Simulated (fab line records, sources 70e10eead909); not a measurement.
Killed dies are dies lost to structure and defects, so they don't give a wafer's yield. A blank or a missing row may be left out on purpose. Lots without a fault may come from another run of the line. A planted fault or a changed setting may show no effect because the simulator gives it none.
A struck lot beside a sound one | flow nand_harc | 41 steps out of a route of 1159
Sound: wafers L855.2, L855.4, L855.5. Struck: wafer L864.4. (L864.2, L864.3 of the same lot were not struck and are left out.) The cause comes at the end.
At each step with rows: each side's tool, then ch and its chambers, then its first start. Under that, the readings that differ: sound wafers | struck wafers | difference of the means | sigmas: that difference in standard deviations of wafers without a fault.
alike: readings whose means differ by less than 2 such deviations, and words and numbers that are the same on both sides. not compared: withheld readings, readings that some wafer has no value for, bounds like >300 that may hide the same value, and numbers for which the record gives no deviation and whose values overlap.
The two part at a step that has a row with sigmas, a row that says differs or no value, or rows on one side only. Numbers that don't overlap but have no deviation are shown without sigmas and don't part them. A reading that every wafer of one side lacks parts them only if that side has two wafers or more.

NHARC_P_M1_OVL_MEAS_10: pitch 260 nm.
  sound on overlay-02, day 7 20:04; struck on overlay-01, day 10 02:07
  alike: overlay_x_nm, overlay_y_nm
NHARC_P_M1_INSPECT_11:
  sound on defect_inspect-01, day 7 20:06; struck on defect_inspect-02, day 10 02:10
  alike: raw_defect_count
then, 1 step without rows for these wafers: NHARC_P_M1_DESCUM_14 (chemistry O2, time 3 s).
NHARC_P_M1_ETCH_35: etches the open film in N2/H2, target depth 40 nm, overetch 12 nm, time 43.94 s.
  sound on rie_diel-07 ch 0,1,3, day 7 20:15; struck on rie_diel-07 ch 3, day 10 02:18
  alike: drypump_motor_current_A, oes_product_au, rf_vpp_V, showerhead_plenum_p_Torr, throttle_valve_pct
  not compared: rf_hours_counter_h
NHARC_P_M1_ETCH_15: etches the open film in C4F8/Ar, target depth 182.5 nm, time 91.2 s.
  sound on rie_diel-07 ch 0,1,2; struck on rie_diel-07 ch 2
  reading               | sound             | struck | difference | sigmas
  oes_product_au (a.u.) | 0.971 0.943 0.935 | 0.908  | -0.042     | -2
  alike: rf_vpp_V
  not compared: rf_hours_counter_h
NHARC_P_M1_CD_MEAS_16:
  sound on cd_sem-02, day 7 20:28; struck on cd_sem-01, day 10 02:32
  alike: cd_nm
then, 3 steps without rows for these wafers: NHARC_P_M1_STRIP_18 (strips in N2/H2); NHARC_P_M1_ETCH_28 (etches the open film in CF4/N2, target depth 30 nm, time 72.99 s); NHARC_P_M1_STRIP_19 (strips in post etch residue remover, time 600 s).
NHARC_P_M1_DEGAS_29: time 60 s.
  sound on pvd_sputter-02, day 7 21:11; struck on pvd_sputter-01, day 10 03:14
  alike: heater_power_w
then, 2 steps without rows for these wafers: NHARC_P_M1_PRE_CLEAN_30 (time 30 s); NHARC_P_M1_PVD_20 (deposits TaN, target thk 5 nm, time 8.06 s).
NHARC_P_M1_PVD_21: deposits Cu, target thk 30 nm, time 20.49 s.
  sound on pvd_sputter-02, day 7 21:25; struck on pvd_sputter-01, day 10 03:28
  alike: throttle_valve_pct
then, 2 steps without rows for these wafers: NHARC_P_M1_ECD_22 (material Cu, target thk 400 nm); NHARC_P_M1_ANNEAL_31 (time 90 s).
NHARC_P_M1_CMP_23: polishes, t overpolish 20 s, target thk 157.82 nm.
  sound on cmp-01 ch 0,2,3, day 7 22:17; struck on cmp-01 ch 2, day 10 04:19
  alike: motor_current_A, time_to_endpoint_s
then, 1 step without rows for these wafers: NHARC_P_M1_SRD_25.
NHARC_P_M1_INSPECT_27:
  sound on defect_inspect-01, day 7 22:46; struck on defect_inspect-02, day 10 04:47
  alike: raw_defect_count
then, 1 step without rows for these wafers: NHARC_P_M1_PRE_CLEAN_32 (time 12 s).
NHARC_P_M1_DEP_33: deposits SiCN, target thk 30 nm.
  sound on pecvd-02 ch 0,2, day 7 22:59; struck on pecvd-02 ch 1, day 10 04:56
  alike: heater_power_w
  not compared: since_wet_clean_h
then, 10 steps without rows for these wafers: NHARC_P_M2_DEP_00 (deposits SiOC, target thk 182.5 nm); NHARC_P_M2_DEHYDRATE_01 (time 120 s); NHARC_P_M2_HMDS_02 (time 30 s); NHARC_P_M2_COAT_34 (time 65 s); NHARC_P_M2_COAT_03 (resist thk 90 nm); NHARC_P_M2_SOFTBAKE_04 (time 55 s); NHARC_P_M2_EBR_05; NHARC_P_M2_EXPOSE_06 (exposes mask P M2, target cd 170 nm); NHARC_P_M2_PEB_07 (peb time 65 s); NHARC_P_M2_DEVELOP_08 (develop time 35 s).
NHARC_P_M2_CD_MEAS_09: target cd 170 nm.
  the record has rows for the sound wafers here (cd_sem-01 ch 0, day 8 00:09) and none for the struck ones
NHARC_P_M2_OVL_MEAS_10: pitch 340 nm.
  the record has rows for the sound wafers here (overlay-01, day 8 00:14) and none for the struck ones
NHARC_P_M2_INSPECT_11:
  the record has rows for the sound wafers here (defect_inspect-01, day 8 00:16) and none for the struck ones
then, 3 steps without rows for these wafers: NHARC_P_M2_DESCUM_14 (chemistry O2, time 3 s); NHARC_P_M2_ETCH_35 (etches the open film in N2/H2, target depth 40 nm, overetch 12 nm, time 43.94 s); NHARC_P_M2_ETCH_15 (etches the open film in C4F8/Ar, target depth 182.5 nm, time 91.2 s).
NHARC_P_M2_CD_MEAS_16:
  the record has rows for the sound wafers here (cd_sem-01, day 8 00:38) and none for the struck ones
then, 3 steps without rows for these wafers: NHARC_P_M2_STRIP_18 (strips in N2/H2); NHARC_P_M2_ETCH_28 (etches the open film in CF4/N2, target depth 30 nm, time 72.99 s); NHARC_P_M2_STRIP_19 (strips in post etch residue remover, time 600 s).
-- the record jumps here: 12 days lie between the struck wafers' starts before and after (it left off in module P_M2 and takes up again in module END, whose first step shown is number 1159 of the route) --
NHARC_END_SORT_01:
  the record has rows for the struck wafers here (prober-01 ch 0, day 22 15:29) and none for the sound ones

WHERE THEY PART
First at NHARC_P_M1_ETCH_15; last, within this record, at NHARC_END_SORT_01.

WHY: what the simulator had put in
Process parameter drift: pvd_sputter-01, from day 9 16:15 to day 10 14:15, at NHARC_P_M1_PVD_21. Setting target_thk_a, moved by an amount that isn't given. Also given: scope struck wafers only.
